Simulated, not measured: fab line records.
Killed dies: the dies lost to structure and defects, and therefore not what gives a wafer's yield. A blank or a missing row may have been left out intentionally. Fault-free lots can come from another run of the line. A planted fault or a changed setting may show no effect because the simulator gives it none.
fab line records | flow nand_harc
record: lots: 6 wafers: 18 last_day: 32
route steps=1302 shown A_CHANNEL_HOLE_D1@487 A_CHANNEL_FILL_D1@490
lots that met no fault: from a run of the same line without faults
start_h: start of the lot's first displayed wafer, in hours after the record's first day | wait_h: hours elapsed since this lot's preceding step | " identical to the entry in the row above | L1.1+2: several wafers, shown together as one row | - no value present, or no start provided | * or withheld: withheld | < > ~ a bound
route shown NAME@n: NAME is a module with steps in the file, n the number in the route of the first one | usual: average and standard deviation across the fault-free wafers | same: alike in all rows | chamber/n: place in a boat | sites: each site's reading | _std_site: standard deviation of those values | _edge_site: outer sites' mean less inner sites' | radius_mm: how far each site lies from the wafer's centre | mask NAME#n: copy n | behind: the most recent tool/chamber to have shaped the wafer | hold: the reason the lot was held/the length of the hold in hours/how it ended | device: the n, p or np transistor that did not switch | end of line: the tests these same wafers got at the end of their route | step lacking rows: just its recipe | killed: dies that structure and defects cost at the first sort, which is not the same as the wafer's yield | map: shows each die of a wafer: x if killed, . if not, _ if none is there
set.NAME: the run value of the setting; set.NAME@STEP: its run value at that earlier step | model.NAME: the simulator's own value behind a step, which no gauge read
lots at some steps of the route; a table a step, a row a wafer
services: a tool's chamber out of use, with start hour (start_h, from the record's first day; less than 0 if before it), hours out, and reason
== steps ==
step: NHARC_A_CHANNEL_HOLE_D1_CD_MEAS_30
usual: cd_nm: 89.8/1.8
columns lot.wafer tool chamber start_h wait_h cd_nm
L288.2 cd_sem-03 - 285.79 - 88.7
L288.5 " - " " 85.3
L288.6 " - " " 88.6
L289.1 cd_sem-03 - 294.25 - 87.9
L289.4 " - " " 88.9
L289.5 " - " " 90.9
L290.2 cd_sem-03 - 302.98 0.1 90.9
L290.3 " - " " 90.6
L290.5 " - " " 92.6
L292.1 cd_sem-03 - 333.62 - 86.9
L292.2 " - " " 90.1
L292.5 " - " " 88.6
L295.3 cd_sem-03 - 356.62 - 90.1
L295.4 " - " " 92.7
L295.5 " - " " 89.3
L298.2 cd_sem-03 - 394.22 - 91.0
L298.3 " - " " 91.2
L298.5 " - " " 91.4
step: NHARC_A_CHANNEL_HOLE_D1_XSEM_31
recipe: landing_energy_ev: 35000
step: NHARC_A_CHANNEL_HOLE_D1_INSPECT_40
usual: raw_defect_count: 78/25
columns lot.wafer tool chamber start_h wait_h raw_defect_count
L288.2 defect_inspect-02 - 285.97 - 110
L288.5 " - " " 125
L288.6 " - " " 112
L289.1 defect_inspect-01 - 294.44 - 71
L289.4 " - " " 95
L289.5 " - " " 101
L290.2 defect_inspect-02 - 303.17 - 58
L290.3 " - " " 55
L290.5 " - " " 55
L292.1 defect_inspect-01 - 333.81 - 58
L292.2 " - " " 57
L292.5 " - " " 65
L295.3 defect_inspect-02 - 356.82 - 80
L295.4 " - " " 76
L295.5 " - " " 75
L298.2 defect_inspect-01 - 394.40 - 80
L298.3 " - " " 55
L298.5 " - " " 65
step: NHARC_A_CHANNEL_FILL_D1_PRECLEAN_00
recipe: time_s: * temp_c: 50 bath_age_min: 0 chemistry: SC1
step: NHARC_A_CHANNEL_FILL_D1_SRD_01
step: NHARC_A_CHANNEL_FILL_D1_ALD_02
recipe: target_thk_a: 60 pulse_time_s: 10 ald_cycles: 60 temp_c: 300 material: SiO2
step: NHARC_A_CHANNEL_FILL_D1_ALD_03
recipe: target_thk_a: 60 pulse_time_s: 60 ald_cycles: 58 temp_c: 630 pressure_torr: 2 material: SiNx
usual: precursor_pulse_height_rel: 1.000/0.019 susceptor_temp_C: 629.94/0.27
columns lot.wafer tool chamber start_h wait_h precursor_pulse_height_rel susceptor_temp_C
L288.2 ald_sin_batch-02 0 - - 1.013 629.71
L288.5 " 0 " " 0.990 629.75
L288.6 " 0 " " 0.983 629.72
L289.1 ald_sin_batch-01 0 - - 1.005 629.91
L289.4 " 0 " " 0.964 630.64
L289.5 " 0 " " 0.985 629.99
L290.2 ald_sin_batch-02 0 - - 0.993 630.26
L290.3 " 0 " " 0.981 630.04
L290.5 " 0 " " 0.987 629.82
L292.1 ald_sin_batch-03 0 - - 0.991 629.94
L292.2 " 0 " " 0.973 630.07
L292.5 " 0 " " 1.023 629.90
L295.3 ald_sin_batch-02 0 - - 0.983 629.59
L295.4 " 0 " " 0.994 629.82
L295.5 " 0 " " 0.965 630.20
L298.2 ald_sin_batch-02 0 - - 0.997 -
L298.3 " 0 " " 1.018 -
L298.5 " 0 " " 1.014 -
step: NHARC_A_CHANNEL_FILL_D1_ALD_14
recipe: target_thk_a: 25 pulse_time_s: 10 ald_cycles: 25 temp_c: 300 material: SiO2
usual: heater_power_w: 449/55 precursor_pulse_height_rel: 1.002/0.018 susceptor_temp_C: 300.00/0.2
columns lot.wafer tool chamber start_h wait_h heater_power_w precursor_pulse_height_rel susceptor_temp_C
L288.2 ald_hk-04 0 295.62 0.1 417 1.015 300.13
L288.6 " 3 " " 482 1.013 300.24
L288.5 " 0 " " 421 0.993 300.29
L289.4 ald_hk-04 1 301.70 0.1 382 1.002 299.87
L289.1 " 2 " " 536 0.987 299.98
L289.5 " 0 " " 422 1.015 300.02
L290.2 ald_hk-02 0 311.23 0.8 527 0.983 300.05
L290.3 " 1 " " 466 1.028 300.06
L290.5 " 3 " " 494 0.978 300.08
L292.1 ald_hk-02 3 338.87 0.0 511 0.991 299.91
L292.2 " 1 " " 478 1.023 299.96
L292.5 " 3 " " 502 1.000 300.07
L295.4 ald_hk-04 1 364.07 0.1 392 1.007 299.75
L295.3 " 3 " " 485 0.999 300.08
L295.5 " 1 " " 381 1.002 299.80
L298.2 ald_hk-04 1 401.61 0.1 400 0.997 300.01
L298.3 " 2 " " 535 1.012 299.77
L298.5 " 1 " " 391 1.007 300.06
step: NHARC_A_CHANNEL_FILL_D1_ALD_15
recipe: target_thk_a: 20 pulse_time_s: 60 ald_cycles: 19 temp_c: 630 pressure_torr: 2 material: SiNx
usual: precursor_pulse_height_rel: 1.000/0.018 susceptor_temp_C: 630.00/0.29
columns lot.wafer tool chamber start_h wait_h precursor_pulse_height_rel susceptor_temp_C
L288.2 ald_sin_batch-02 0 - - 1.026 629.88
L288.5 " 0 " " 0.977 629.81
L288.6 " 0 " " 1.021 630.20
L289.1 ald_sin_batch-01 0 - - 1.012 -
L289.4 " 0 " " 0.998 -
L289.5 " 0 " " 0.988 -
L290.2 ald_sin_batch-03 0 - - 1.037 -
L290.3 " 0 " " 1.009 -
L290.5 " 0 " " 1.001 -
L292.1 ald_sin_batch-03 0 - - 0.986 -
L292.2 " 0 " " 1.003 -
L292.5 " 0 " " 0.978 -
L295.3 ald_sin_batch-02 0 - - 0.991 -
L295.4 " 0 " " 0.982 -
L295.5 " 0 " " 1.012 -
L298.2 ald_sin_batch-02 0 - - 1.009 629.92
L298.3 " 0 " " 1.004 630.00
L298.5 " 0 " " 1.011 630.81
step: NHARC_A_CHANNEL_FILL_D1_ALD_16
recipe: target_thk_a: 15 pulse_time_s: 10 ald_cycles: 15 temp_c: 300 material: SiO2
usual: heater_power_w: 454/57 precursor_pulse_height_rel: 1.002/0.021 susceptor_temp_C: 299.96/0.2
columns lot.wafer tool chamber start_h wait_h heater_power_w precursor_pulse_height_rel susceptor_temp_C
L288.2 ald_hk-02 0 300.83 0.1 520 1.006 299.89
L288.5 " 2 " " 459 1.006 300.02
L288.6 " 3 " " 503 0.992 300.33
L289.1 ald_hk-02 3 306.83 0.0 499 0.997 300.04
L289.4 " 1 " " 470 1.005 299.97
L289.5 " 0 " " 531 0.984 300.11
L290.3 ald_hk-04 1 316.33 0.0 398 0.993 300.28
L290.2 " 0 " " 425 1.003 300.24
L290.5 " 1 " " 390 1.016 300.54
L292.1 ald_hk-01 0 344.04 0.0 414 1.061 299.76
L292.2 " 2 " " 406 1.038 300.03
L292.5 " 0 " " 411 1.001 299.74
L295.4 ald_hk-01 0 369.21 0.0 409 0.994 299.67
L295.3 " 1 " " 390 1.013 299.93
L295.5 " 1 " " 399 0.991 300.12
L298.2 ald_hk-01 3 406.77 0.1 363 1.007 300.22
L298.3 " 2 " " 403 0.970 299.65
L298.5 " 3 " " 378 0.981 299.95
step: NHARC_A_CHANNEL_FILL_D1_ANNEAL_17
recipe: temp_c: 850 time_s: 1800
step: NHARC_A_CHANNEL_FILL_D1_CVD_18
recipe: target_thk_a: 30 temp_c: 550 material: poly-Si
step: NHARC_A_CHANNEL_FILL_D1_ETCHBACK_19
recipe: target_depth_a: 50 time_s: 1.7 hbr_flow_sccm: 150 cl2_flow_sccm: 50 rf_w: 400 icp_w: 400 bias_w: 100 chemistry: HBr/Cl2
usual: drypump_motor_current_A: 5.7/0.38 oes_product_au: 1.005/0.012 throttle_valve_pct: 26.406/0.0094
columns lot.wafer tool chamber start_h wait_h drypump_motor_current_A oes_product_au rf_hours_counter_h throttle_valve_pct
L288.2 rie_si-02 3 312.71 0.4 5.9 1.008 0.2 26.402
L288.6 " 1 " " 5.0 0.992 - 26.415
L288.5 " 2 " " 5.7 1.019 - 26.417
L289.4 rie_si-04 2 319.49 0.4 5.7 1.010 0.9 26.410
L289.1 " 3 " " 6.1 0.992 0.9 26.403
L289.5 " 3 " " 6.1 0.998 - 26.401
L290.3 rie_si-02 1 328.29 0.4 5.0 0.996 0.3 26.409
L290.2 " 3 " " 5.9 1.001 0.3 26.407
L290.5 " 2 " " 5.7 1.313 - 26.405
L292.2 rie_si-02 0 357.75 0.4 5.6 1.009 0.5 26.425
L292.1 " 1 " " 5.0 1.277 0.5 26.407
L292.5 " 3 " " 5.9 1.305 - 26.412
L295.4 rie_si-04 0 384.75 0.4 5.9 1.005 0.1 26.407
L295.3 " 2 " " 5.6 0.996 0.3 26.414
L295.5 " 1 " " 6.4 0.995 - 26.395
L298.2 rie_si-02 0 418.43 0.4 5.6 0.993 0.9 26.390
L298.3 " 3 " " 5.9 1.005 0.8 26.404
L298.5 " 1 " " 5.0 0.972 - 26.387
step: NHARC_A_CHANNEL_FILL_D1_ETCHBACK_20
recipe: target_depth_a: 270 time_s: 13.5 c4f8_flow_sccm: withheld o2_flow_sccm: 8 ar_flow_sccm: withheld rf_w: 600 bias_w: 1500 chemistry: C4F8/O2/Ar
usual: oes_product_au: 0.96/0.036 rf_vpp_V: 982/5.3
columns lot.wafer tool chamber start_h wait_h oes_product_au rf_hours_counter_h rf_vpp_V
L288.2 rie_diel-05 0 312.85 - 0.93 4.5 986
L288.5 " 1 " " 0.93 - 985
L288.6 " 2 " " 0.93 - 989
L289.4 rie_diel-10 1 319.63 - 1.02 1.5 974
L289.1 " 2 " " 0.99 2.2 986
L289.5 " 1 " " 1.01 - 975
L290.3 rie_diel-10 1 328.42 - 1.01 2.0 975
L290.2 " 0 " " 0.98 2.1 985
L290.5 " 3 " " 0.96 - 973
L292.1 rie_diel-05 2 357.85 - 0.93 7.3 988
L292.2 " 1 " " 0.93 6.0 984
L292.5 " 3 " " 0.93 - 982
L295.3 rie_diel-05 3 384.88 - 0.92 6.7 982
L295.4 " 3 " " 0.94 - 982
L295.5 " 0 " " 0.93 - 985
L298.2 rie_diel-10 1 418.58 - 0.95 5.9 974
L298.3 " 2 " " 0.93 6.6 985
L298.5 " 3 " " 0.91 - 973
== services ==
columns tool chamber start_h hours kind
ald_hk-04 0 270.80 - clean
ald_hk-04 1 270.80 - clean
ald_hk-04 2 270.80 - clean
ald_hk-04 3 270.80 - clean
rie_si-04 1 275.92 3.2 repair
rie_si-02 - 277.00 9.0 pm
rie_si-02 0 277.00 9.0 vent_cycle
rie_si-02 1 277.00 9.0 vent_cycle
rie_diel-10 1 282.43 12.4 repair
rie_diel-10 3 296.05 4.8 repair
ald_sin_batch-03 - 305.54 8.4 repair
rie_si-04 - 309.76 0.5 repair
rie_diel-10 2 326.59 4.0 repair
rie_si-04 - 342.00 9.0 pm
ald_hk-02 - 342.46 1.2 repair
rie_si-02 3 343.33 7.8 repair
ald_hk-02 - 350.04 10.0 pm
rie_si-04 0 354.07 12.3 repair
rie_diel-05 1 383.10 5.0 repair
rie_si-02 - 387.27 0.1 repair
rie_si-02 0 390.76 1.5 repair
rie_diel-10 1 393.48 1.2 repair
rie_diel-05 1 402.76 6.4 repair
rie_diel-05 - 407.05 9.0 pm
== key ==
first_sign: step: NHARC_A_CHANNEL_FILL_D1_ETCHBACK_19 reading: oes_product_au direction: up sigmas: 24 usual: 1.005 struck: 1.298
effect none on later readings
met_at NHARC_A_CHANNEL_FILL_D1_ETCHBACK_19
struck_wafers L290.5,L292.1,L292.5
tester_left_out L290,L292
onset_between 312.71 328.29
fault: kind: process_parameter_drift tool: rie_si-02 chamber: - onset_h: 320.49 steps: NHARC_A_CHANNEL_FILL_D1_ETCHBACK_19 channel: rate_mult offset: 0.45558 shape: step end_h: 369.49 scope: struck_wafers_only
tester_left_out: of these lots the tester's yield and bins aren't shown, on N5 and GAA mostly nor the transistor test; their killed dies are dies lost to structure and defects alone, not to doping, threshold or leakage, so they don't give the yield
